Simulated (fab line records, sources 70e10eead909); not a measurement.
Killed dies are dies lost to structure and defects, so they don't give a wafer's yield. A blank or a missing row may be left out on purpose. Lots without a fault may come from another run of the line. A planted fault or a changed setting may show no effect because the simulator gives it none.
Which tool did it? | flow nand_harc | 24 lots, 72 wafers sampled, at 6 steps of a route of 1302

WHAT THE GAUGES READ, wafer by wafer
The record holds no reading of a measuring or inspecting step that can be judged against a usual standard deviation.

WHICH TOOL RAN EACH LOT (tool, then ch and the chambers of the sampled wafers, then the start)
lot  | NHARC_A_CONTACT_ETCH_134             | NHARC_A_CONTACT_STRIP_26                      | NHARC_A_M0_DESCUM_14               | NHARC_A_M0_ETCH_34                 | NHARC_A_M0_ETCH_15                            | NHARC_A_M0_PRE_CLEAN_31
L074 | har_cap_etch-01 ch 0,1, day 22 11:59 | rie_diel-13 ch 0,1, day 22 21:00 or earlier   | rie_diel-07 ch 1,2, day 22 21:00   | rie_diel-07 ch 0,3, day 22 21:05   | rie_diel-07 ch 0,3, day 22 23:35 or earlier   | pecvd-04 ch 1,2, day 22 23:35
L075 | har_cap_etch-02 ch 0,1, day 22 23:40 | rie_diel-12 ch 0,1,2, day 23 08:40 or earlier | rie_diel-05 ch 0,2,3, day 23 08:40 | rie_diel-05 ch 0,2,3, day 23 08:46 | rie_diel-05 ch 0,1,2, day 23 11:12 or earlier | pecvd-04 ch 0,2, day 23 11:12
L077 | har_cap_etch-02 ch 0,1, day 23 05:19 | rie_diel-10 ch 1,2, day 23 14:20 or earlier   | rie_diel-02 ch 0,2, day 23 14:20   | rie_diel-02 ch 0,2, day 23 14:25   | rie_diel-02 ch 0,1,3, day 23 16:55 or earlier | pecvd-04 ch 0,1,2, day 23 16:55
L078 | har_cap_etch-01 ch 0,1, day 23 10:53 | rie_diel-10 ch 0,1,3, day 23 20:37 or earlier | rie_diel-05 ch 0,1,2, day 23 20:37 | rie_diel-05 ch 0,1, day 23 20:43   | rie_diel-05 ch 1,3, day 23 23:11 or earlier   | pecvd-01 ch 0,1, day 23 23:11
L076 | har_cap_etch-03 ch 0, day 23 11:21   | rie_diel-10 ch 0,1,2, day 23 21:02 or earlier | rie_diel-02 ch 0,2,3, day 23 21:02 | rie_diel-02 ch 0,1,3, day 23 21:10 | rie_diel-02 ch 0,1,3, day 23 23:37 or earlier | pecvd-04 ch 0,2, day 23 23:37
L079 | har_cap_etch-02 ch 0,1, day 25 03:58 | rie_diel-10 ch 0,3, day 25 12:53 or earlier   | rie_diel-07 ch 1,2, day 25 12:53   | rie_diel-07 ch 0,1, day 25 12:58   | rie_diel-07 ch 0,1, day 25 15:32 or earlier   | pecvd-04 ch 0,1,2, day 25 15:32
L080 | har_cap_etch-01 ch 0, day 25 05:02   | rie_diel-13 ch 1,2,3, day 25 14:49 or earlier | rie_diel-07 ch 1,2,3, day 25 14:49 | rie_diel-07 ch 0,2,3, day 25 14:53 | rie_diel-07 ch 0,1,2, day 25 17:25 or earlier | pecvd-01 ch 0,1,2, day 25 17:25
L082 | har_cap_etch-01 ch 0, day 25 12:44   | rie_diel-10 ch 0,1,2, day 25 22:20 or earlier | rie_diel-02 ch 0,2,3, day 25 22:20 | rie_diel-02 ch 0,1, day 25 22:25   | rie_diel-02 ch 0,2, day 26 00:54 or earlier   | pecvd-03 ch 1,2, day 26 00:54
L081 | har_cap_etch-03 ch 0,1, day 25 14:19 | rie_diel-10 ch 0,1, day 25 23:34 or earlier   | rie_diel-05 ch 0,1,2, day 25 23:34 | rie_diel-05 ch 1,2,3, day 25 23:39 | rie_diel-05 ch 1,3, day 26 02:15 or earlier   | pecvd-03 ch 0,2, day 26 02:15
L085 | har_cap_etch-03 ch 0,1, day 27 01:01 | rie_diel-13 ch 0,3, day 27 10:28 or earlier   | rie_diel-02 ch 0,3, day 27 10:28   | rie_diel-02 ch 0,1, day 27 10:33   | rie_diel-02 ch 1,2, day 27 13:02 or earlier   | pecvd-03 ch 1,2, day 27 13:02
L083 | har_cap_etch-02 ch 0,1, day 27 02:03 | rie_diel-13 ch 0,1, day 27 12:20 or earlier   | rie_diel-05 ch 1,2, day 27 12:20   | rie_diel-05 ch 0,2, day 27 12:27   | rie_diel-05 ch 0,1,2, day 27 14:58 or earlier | pecvd-03 ch 1,2, day 27 14:58
L084 | har_cap_etch-01 ch 0,1, day 27 04:29 | rie_diel-10 ch 0,3, day 27 13:46 or earlier   | rie_diel-05 ch 0,1,2, day 27 13:46 | rie_diel-05 ch 0,1,2, day 27 13:53 | rie_diel-05 ch 0,1,2, day 27 16:26 or earlier | pecvd-03 ch 0,1,2, day 27 16:26
L086 | har_cap_etch-02 ch 0,1, day 27 06:26 | rie_diel-10 ch 0,2,3, day 27 16:46 or earlier | rie_diel-07 ch 1,3, day 27 16:46   | rie_diel-07 ch 0,1, day 27 16:50   | rie_diel-07 ch 2,3, day 27 19:31 or earlier   | pecvd-03 ch 0,1,2, day 27 19:31
L087 | har_cap_etch-03 ch 0,1, day 28 01:48 | rie_diel-12 ch 0,1,2, day 28 10:59 or earlier | rie_diel-05 ch 1,2, day 28 10:59   | rie_diel-05 ch 0,1,2, day 28 11:06 | rie_diel-05 ch 0,1, day 28 13:39 or earlier   | pecvd-03 ch 0,1, day 28 13:39
L091 | har_cap_etch-03 ch 0,1, day 28 09:21 | rie_diel-10 ch 1,2, day 28 19:04 or earlier   | rie_diel-07 ch 0,1,2, day 28 19:04 | rie_diel-07 ch 2,3, day 28 19:08   | rie_diel-07 ch 0,1,3, day 28 21:37 or earlier | pecvd-01 ch 0,2, day 28 21:37
L088 | har_cap_etch-02 ch 0,1, day 28 12:28 | rie_diel-13 ch 1,2,3, day 28 21:32 or earlier | rie_diel-07 ch 0,3, day 28 21:32   | rie_diel-07 ch 0,2,3, day 28 21:38 | rie_diel-07 ch 1,2,3, day 29 00:07 or earlier | pecvd-03 ch 0,1,2, day 29 00:07
L090 | har_cap_etch-03 ch 0,1, day 28 18:21 | rie_diel-13 ch 0,2, day 29 04:53 or earlier   | rie_diel-05 ch 1,2, day 29 04:53   | rie_diel-05 ch 0,3, day 29 04:59   | rie_diel-05 ch 0,1, day 29 07:27 or earlier   | pecvd-04 ch 0,1, day 29 07:27
L089 | har_cap_etch-03 ch 0,1, day 29 04:28 | rie_diel-10 ch 0,2,3, day 29 14:01 or earlier | rie_diel-05 ch 2,3, day 29 14:01   | rie_diel-05 ch 2,3, day 29 14:07   | rie_diel-05 ch 0,1,2, day 29 16:36 or earlier | pecvd-04 ch 0,1,2, day 29 16:36
L092 | har_cap_etch-02 ch 0,1, day 29 10:23 | rie_diel-13 ch 1,2, day 29 20:29 or earlier   | rie_diel-07 ch 0,3, day 29 20:29   | rie_diel-07 ch 0,3, day 29 20:34   | rie_diel-07 ch 1,2,3, day 29 23:09 or earlier | pecvd-01 ch 0,2, day 29 23:09
L093 | har_cap_etch-01 ch 0,1, day 30 16:55 | rie_diel-10 ch 0,3, day 31 02:29 or earlier   | rie_diel-05 ch 0,1,2, day 31 02:29 | rie_diel-05 ch 1,2,3, day 31 02:34 | rie_diel-05 ch 0,2,3, day 31 05:01 or earlier | pecvd-01 ch 0,2, day 31 05:01
L094 | har_cap_etch-02 ch 0,1, day 31 01:56 | rie_diel-10 ch 0,2,3, day 31 11:09 or earlier | rie_diel-05 ch 1,3, day 31 11:09   | rie_diel-05 ch 0,2,3, day 31 11:15 | rie_diel-05 ch 1,3, day 31 13:43 or earlier   | pecvd-01 ch 0,2, day 31 13:43
L096 | har_cap_etch-01 ch 0,1, day 31 05:53 | rie_diel-10 ch 0,1, day 31 16:20 or earlier   | rie_diel-05 ch 1,2,3, day 31 16:20 | rie_diel-05 ch 0,2, day 31 16:23   | rie_diel-05 ch 0,1,2, day 31 18:52 or earlier | pecvd-01 ch 2, day 31 18:52
L095 | har_cap_etch-02 ch 0,1, day 31 06:05 | rie_diel-10 ch 0,1,3, day 31 17:40 or earlier | rie_diel-07 ch 0,3, day 31 17:40   | rie_diel-07 ch 0,2,3, day 31 17:46 | rie_diel-07 ch 1,2,3, day 31 20:26 or earlier | pecvd-04 ch 0,1,2, day 31 20:26
L097 | har_cap_etch-03 ch 0,1, day 31 11:43 | rie_diel-13 ch 0,2,3, day 31 21:02 or earlier | rie_diel-05 ch 1,2, day 31 21:02   | rie_diel-05 ch 0,1,3, day 31 21:08 | rie_diel-05 ch 0,1,3, day 31 23:35 or earlier | pecvd-01 ch 0,2, day 31 23:35
- NHARC_A_CONTACT_ETCH_134: etches the open film in C4F8/O2/Ar, time 140 s, target depth 700 nm.
- NHARC_A_CONTACT_STRIP_26: strips in O2.
- NHARC_A_M0_DESCUM_14: chemistry O2, time 3 s.
- NHARC_A_M0_ETCH_34: etches the open film in N2/H2, target depth 40 nm, overetch 12 nm, time 43.94 s.
- NHARC_A_M0_ETCH_15: etches the open film in C4F8/Ar, target depth 150 nm, overetch 15 nm, time 82.5 s.
- NHARC_A_M0_PRE_CLEAN_31: time 12 s.

WHAT THE TOOLS THEMSELVES READ (means of the sampled wafers that have a number; where no wafer has one, the mark that the record gives instead)
NHARC_A_CONTACT_STRIP_26. Usual: drypump_motor_current_A 6.09 A, standard deviation 0.27; o2_flow_sccm 500.1 sccm, standard deviation 1.5; oes_product_au 0.999 a.u., standard deviation 0.0067; rf_vpp_V 57.7 V, standard deviation 0.91; showerhead_plenum_p_Torr 3.51 Torr, standard deviation 0.12; throttle_valve_pct 17.036 %, standard deviation 0.0095.
lot  | tool        | drypump_motor_current_A (A) | o2_flow_sccm (sccm) | oes_product_au (a.u.) | rf_vpp_V (V) | showerhead_plenum_p_Torr (Torr) | throttle_valve_pct (%) | flag
L074 | rie_diel-13 | 6.13                        | 500.1               | 1.001                 | 57.4         | 3.45                            | 17.032                 |
L075 | rie_diel-12 | 6.24                        | 500.3               | 0.997                 | 57.1         | 3.55                            | 17.030                 |
L077 | rie_diel-10 | 6.06                        | 501.7               | 1.007                 | 57.5         | 3.48                            | 17.037                 |
L078 | rie_diel-10 | 5.89                        | 499.3               | 1.006                 | 58.4         | 3.50                            | 17.042                 |
L076 | rie_diel-10 | 6.03                        | 500.0               | 1.004                 | 57.9         | 3.51                            | 17.038                 |
L079 | rie_diel-10 | 6.06                        | 502.2               | 0.995                 | 57.4         | 3.54                            | 17.037                 |
L080 | rie_diel-13 | 6.36                        | 500.6               | 1.004                 | 57.6         | 3.56                            | 17.042                 |
L082 | rie_diel-10 | 6.05                        | 500.7               | 1.003                 | 57.6         | 3.51                            | 17.039                 |
L081 | rie_diel-10 | 5.99                        | 501.9               | 1.004                 | 57.6         | 3.55                            | 17.033                 |
L085 | rie_diel-13 | 6.40                        | 500.0               | 1.001                 | 57.0         | 3.40                            | 17.033                 |
L083 | rie_diel-13 | 6.13                        | 500.1               | 0.995                 | 57.7         | 3.60                            | 17.043                 |
L084 | rie_diel-10 | 6.06                        | 501.2               | 1.006                 | 58.2         | 3.54                            | 17.040                 |
L086 | rie_diel-10 | 6.09                        | 500.8               | 0.996                 | 57.0         | 3.50                            | 17.039                 |
L087 | rie_diel-12 | 6.26                        | 498.6               | 0.990                 | 58.2         | 3.53                            | 17.028                 |
L091 | rie_diel-10 | 5.89                        | 499.6               | 1.006                 | 57.4         | 3.46                            | 17.033                 |
L088 | rie_diel-13 | 6.34                        | 499.3               | 0.998                 | 57.8         | 3.54                            | 17.033                 |
L090 | rie_diel-13 | 5.98                        | 498.0               | 0.996                 | 58.6         | 3.50                            | 17.041                 |
L089 | rie_diel-10 | 6.08                        | 499.3               | 0.992                 | 58.0         | 3.50                            | 17.029                 |
L092 | rie_diel-13 | 6.27                        | 501.1               | 1.000                 | 58.3         | 3.69                            | 17.038                 |
L093 | rie_diel-10 | 5.94                        | 499.9               | 1.000                 | 57.9         | 3.48                            | 17.043                 |
L094 | rie_diel-10 | 6.09                        | 500.2               | 1.000                 | 57.3         | 3.49                            | 17.031                 |
L096 | rie_diel-10 | 6.01                        | 500.8               | 0.999                 | 57.9         | 3.54                            | 17.039                 |
L095 | rie_diel-10 | 5.89                        | 499.3               | 0.994                 | 58.2         | 3.48                            | 17.045                 |
L097 | rie_diel-13 | 6.20                        | 500.7               | 0.994                 | 58.4         | 3.44                            | 17.039                 |

NHARC_A_M0_DESCUM_14. Usual: drypump_motor_current_A 5.7 A, standard deviation 0.61; o2_flow_sccm 200.1 sccm, standard deviation 0.56; oes_product_au 1.000 a.u., standard deviation 0.0073; rf_vpp_V 57.8 V, standard deviation 0.96; showerhead_plenum_p_Torr 1.92 Torr, standard deviation 0.079; throttle_valve_pct 11.312 %, standard deviation 0.008.
lot  | tool        | drypump_motor_current_A (A) | o2_flow_sccm (sccm) | oes_product_au (a.u.) | rf_vpp_V (V) | showerhead_plenum_p_Torr (Torr) | throttle_valve_pct (%) | flag
L074 | rie_diel-07 | 5.8                         | 200.1               | 0.994                 | 57.4         | 1.92                            | 11.315                 |
L075 | rie_diel-05 | 5.7                         | 199.9               | 0.992                 | 57.8         | 1.89                            | 11.313                 |
L077 | rie_diel-02 | 6.0                         | 199.5               | 0.997                 | 58.3         | 1.99                            | 11.313                 |
L078 | rie_diel-05 | 5.4                         | 200.0               | 1.000                 | 57.0         | 1.89                            | 11.314                 |
L076 | rie_diel-02 | 6.0                         | 200.5               | 0.999                 | 57.9         | 1.99                            | 11.308                 |
L079 | rie_diel-07 | 5.8                         | 200.6               | 0.993                 | 57.9         | 1.92                            | 11.308                 |
L080 | rie_diel-07 | 6.0                         | 199.9               | 0.987                 | 58.2         | 1.92                            | 11.307                 |
L082 | rie_diel-02 | 6.0                         | 199.8               | 0.998                 | 58.4         | 1.99                            | 11.302                 |
L081 | rie_diel-05 | 5.4                         | 200.1               | 0.994                 | 57.2         | 1.89                            | 11.308                 |
L085 | rie_diel-02 | 5.8                         | 200.6               | 0.994                 | 58.4         | 2.01                            | 11.316                 |
L083 | rie_diel-05 | 5.6                         | 200.4               | 1.008                 | 57.5         | 1.93                            | 11.310                 |
L084 | rie_diel-05 | 5.4                         | 199.9               | 1.004                 | 58.2         | 1.89                            | 11.317                 |
L086 | rie_diel-07 | 6.3                         | 200.2               | 0.995                 | 57.5         | 1.87                            | 11.316                 |
L087 | rie_diel-05 | 5.7                         | 200.8               | 1.007                 | 58.1         | 1.89                            | 11.309                 |
L091 | rie_diel-07 | 5.5                         | 199.9               | 1.000                 | 58.2         | 1.94                            | 11.305                 |
L088 | rie_diel-07 | 5.8                         | 200.0               | 1.003                 | 58.0         | 2.00                            | 11.309                 |
L090 | rie_diel-05 | 5.6                         | 200.3               | 0.993                 | 57.9         | 1.92                            | 11.309                 |
L089 | rie_diel-05 | 6.3                         | 199.2               | 1.003                 | 57.0         | 1.89                            | 11.314                 |
L092 | rie_diel-07 | 5.8                         | 200.3               | 1.003                 | 58.4         | 2.00                            | 11.308                 |
L093 | rie_diel-05 | 5.4                         | 200.1               | 0.997                 | 58.9         | 1.88                            | 11.314                 |
L094 | rie_diel-05 | 6.0                         | 200.2               | 0.998                 | 58.3         | 1.85                            | 11.320                 |
L096 | rie_diel-05 | 6.0                         | 200.0               | 0.999                 | 57.2         | 1.89                            | 11.312                 |
L095 | rie_diel-07 | 5.8                         | 199.5               | 1.009                 | 57.9         | 2.00                            | 11.307                 |
L097 | rie_diel-05 | 5.7                         | 200.0               | 1.008                 | 57.5         | 1.89                            | 11.314                 |

NHARC_A_M0_ETCH_34. Usual: drypump_motor_current_A 5.7 A, standard deviation 0.63; oes_product_au 0.998 a.u., standard deviation 0.007; rf_vpp_V 430.6 V, standard deviation 2.4; showerhead_plenum_p_Torr 2.04 Torr, standard deviation 0.086; throttle_valve_pct 14.171 %, standard deviation 0.0091.
lot  | tool        | drypump_motor_current_A (A) | oes_product_au (a.u.) | rf_vpp_V (V) | showerhead_plenum_p_Torr (Torr) | throttle_valve_pct (%) | flag
L074 | rie_diel-07 | 5.2                         | 0.995                 | 433.7        | 2.17                            | 14.167                 |
L075 | rie_diel-05 | 5.7                         | 0.996                 | 429.4        | 2.01                            | 14.174                 |
L077 | rie_diel-02 | 6.3                         | 1.003                 | 432.1        | 2.09                            | 14.177                 |
L078 | rie_diel-05 | 5.1                         | 0.991                 | 429.3        | 1.96                            | 14.164                 |
L076 | rie_diel-02 | 5.7                         | 1.000                 | 431.6        | 2.09                            | 14.159                 |
L079 | rie_diel-07 | 5.2                         | 0.997                 | 431.9        | 2.11                            | 14.173                 |
L080 | rie_diel-07 | 5.5                         | 0.999                 | 432.8        | 2.13                            | 14.176                 |
L082 | rie_diel-02 | 5.6                         | 1.001                 | 431.8        | 2.09                            | 14.175                 |
L081 | rie_diel-05 | 6.0                         | 0.995                 | 429.4        | 2.02                            | 14.167                 |
L085 | rie_diel-02 | 5.6                         | 1.003                 | 431.6        | 2.09                            | 14.173                 |
L083 | rie_diel-05 | 5.3                         | 1.006                 | 431.6        | 2.05                            | 14.171                 |
L084 | rie_diel-05 | 5.4                         | 0.997                 | 429.6        | 2.01                            | 14.168                 |
L086 | rie_diel-07 | 5.8                         | 0.992                 | 429.9        | 2.02                            | 14.166                 |
L087 | rie_diel-05 | 5.4                         | 1.005                 | 430.4        | 2.01                            | 14.166                 |
L091 | rie_diel-07 | 6.1                         | 0.998                 | 432.4        | 2.11                            | 14.162                 |
L088 | rie_diel-07 | 5.5                         | 0.997                 | 432.7        | 2.13                            | 14.176                 |
L090 | rie_diel-05 | 6.0                         | 0.995                 | 429.2        | 1.97                            | 14.154                 |
L089 | rie_diel-05 | 6.3                         | 0.993                 | 429.4        | 2.02                            | 14.175                 |
L092 | rie_diel-07 | 5.8                         | 1.003                 | 432.9        | 2.14                            | 14.168                 |
L093 | rie_diel-05 | 5.9                         | 1.004                 | 429.6        | 2.01                            | 14.164                 |
L094 | rie_diel-05 | 5.7                         | 0.992                 | 430.3        | 2.01                            | 14.178                 |
L096 | rie_diel-05 | 5.1                         | 1.002                 | 429.4        | 2.00                            | 14.171                 |
L095 | rie_diel-07 | 5.5                         | 0.999                 | 432.9        | 2.13                            | 14.172                 |
L097 | rie_diel-05 | 5.7                         | 1.005                 | 428.6        | 1.97                            | 14.175                 |

NHARC_A_M0_ETCH_15. Usual: oes_product_au 0.950 a.u., standard deviation 0.023; rf_vpp_V 440.9 V, standard deviation 2.5.
lot  | tool        | oes_product_au (a.u.) | rf_vpp_V (V) | flag
L074 | rie_diel-07 | 0.981                 | 444.9        |
L075 | rie_diel-05 | 0.976                 | 439.4        |
L077 | rie_diel-02 | 0.924                 | 441.1        |
L078 | rie_diel-05 | 0.925                 | 438.4        |
L076 | rie_diel-02 | 0.950                 | 442.6        |
L079 | rie_diel-07 | 0.919                 | 439.4        |
L080 | rie_diel-07 | 0.929                 | 441.8        |
L082 | rie_diel-02 | 0.962                 | 441.1        |
L081 | rie_diel-05 | 0.971                 | 439.0        |
L085 | rie_diel-02 | 0.980                 | 440.6        |
L083 | rie_diel-05 | 0.965                 | 439.7        |
L084 | rie_diel-05 | 0.961                 | 440.5        |
L086 | rie_diel-07 | 0.920                 | 442.3        |
L087 | rie_diel-05 | 0.961                 | 438.0        |
L091 | rie_diel-07 | 0.978                 | 441.7        |
L088 | rie_diel-07 | 0.974                 | 441.2        |
L090 | rie_diel-05 | 0.928                 | 438.8        |
L089 | rie_diel-05 | 0.922                 | 440.8        |
L092 | rie_diel-07 | 0.972                 | 441.8        |
L093 | rie_diel-05 | 0.939                 | 439.7        |
L094 | rie_diel-05 | 0.925                 | 439.8        |
L096 | rie_diel-05 | 0.925                 | 440.0        |
L095 | rie_diel-07 | 0.976                 | 441.0        |
L097 | rie_diel-05 | 0.956                 | 439.8        |

NHARC_A_M0_PRE_CLEAN_31. Usual: heater_power_w 635 W, standard deviation 110; susceptor_temp_C 369.96 C, standard deviation 0.21.
lot  | tool     | heater_power_w (W) | susceptor_temp_C (C) | flag
L074 | pecvd-04 | 617                | 369.97               |
L075 | pecvd-04 | 589                | 369.66               |
L077 | pecvd-04 | 580                | 369.94               |
L078 | pecvd-01 | 732                | 369.94               |
L076 | pecvd-04 | 646                | 369.93               |
L079 | pecvd-04 | 536                | 369.80               |
L080 | pecvd-01 | 679                | 370.18               |
L082 | pecvd-03 | 634                | 369.90               |
L081 | pecvd-03 | 714                | 369.87               |
L085 | pecvd-03 | 657                | 369.86               |
L083 | pecvd-03 | 609                | 370.07               |
L084 | pecvd-03 | 672                | 369.91               |
L086 | pecvd-03 | 670                | 370.03               |
L087 | pecvd-03 | 682                | 369.92               |
L091 | pecvd-01 | 700                | 369.95               |
L088 | pecvd-03 | 618                | 369.91               |
L090 | pecvd-04 | 472                | 369.85               |
L089 | pecvd-04 | 579                | 369.91               |
L092 | pecvd-01 | 672                | 369.97               |
L093 | pecvd-01 | 717                | 369.76               |
L094 | pecvd-01 | 633                | 370.18               |
L096 | pecvd-01 | 524                | 370.14               |
L095 | pecvd-04 | 520                | 369.97               |
L097 | pecvd-01 | 631                | 369.90               |

THE ANSWER, worked out from the rows above alone
Rule: a lot is off if the mean of its wafers that have a number lies more than 3 standard deviations from the usual mean. A lot without any number at a reading at which 4 lots or more have one is off too. The other lots that the step has rows for count as sound. The gauges are gone through in route order, then the tools' own readings, and for those a lot's mean is taken as printed above. The first step at which some lot is off is used, and at that step the reading that is off furthest; a lot without a number counts as furthest.
No lot is off at any reading shown: from this, nothing can be told.

WHAT THE SIMULATOR HAD PUT IN
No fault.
